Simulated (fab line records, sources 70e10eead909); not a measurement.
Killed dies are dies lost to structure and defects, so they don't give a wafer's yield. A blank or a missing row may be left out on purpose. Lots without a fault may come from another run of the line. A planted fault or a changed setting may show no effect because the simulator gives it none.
Chamber matching | flow nand_harc | NHARC_P_GATE_ETCH_32 on rie_si-04: 4 sister chambers
The step etches the open film in HBr/Cl2, target depth 150 nm, time 100.1 s. 4 wafers are shown with their chamber, then 9 later ones without.

WAFERS WITH THEIR CHAMBER
wafer  | chamber | drypump_motor_current_A (A)
L075.3 | 0       | 6.25
L090.1 | 2       | 5.82
L090.3 | 1       | 6.02
L090.5 | 3       | 5.50

WAFERS WITHOUT THEIR CHAMBER
wafer  | drypump_motor_current_A (A)
L091.2 | 5.50
L091.3 | 6.00
L091.4 | 5.84
L094.1 | 6.01
L094.4 | 6.19
L094.6 | 6.22
L096.3 | 6.03
L096.4 | 6.18
L096.6 | 5.83

WHICH CHAMBER EACH WENT THROUGH
wafer  | from the rows above | in truth
L091.2 | 3                   | 3
L091.3 | 1                   | 1
L091.4 | 2                   | 2
L094.1 | 1                   | 1
L094.4 | 0                   | 0
L094.6 | 0                   | 0
L096.3 | 1                   | 1
L096.4 | 0                   | 0
L096.6 | 2                   | 2
Placed correctly: 9 of 9. Can't be placed from these rows: 0. Placed wrongly: 0.
How it was worked out, from the rows above alone: a wafer's distance from a chamber is the root of the sum, over the readings, of the square of ((its reading less the chamber's mean) divided by the reading's scatter). The wafer belongs to the nearest chamber; if the next one is less than 2 further off, it can't be placed. A chamber's mean is the mean of its shown wafers. The scatter: with one shown wafer a chamber, the root of the mean of the squares of how far each hidden wafer lies from its nearest shown one.
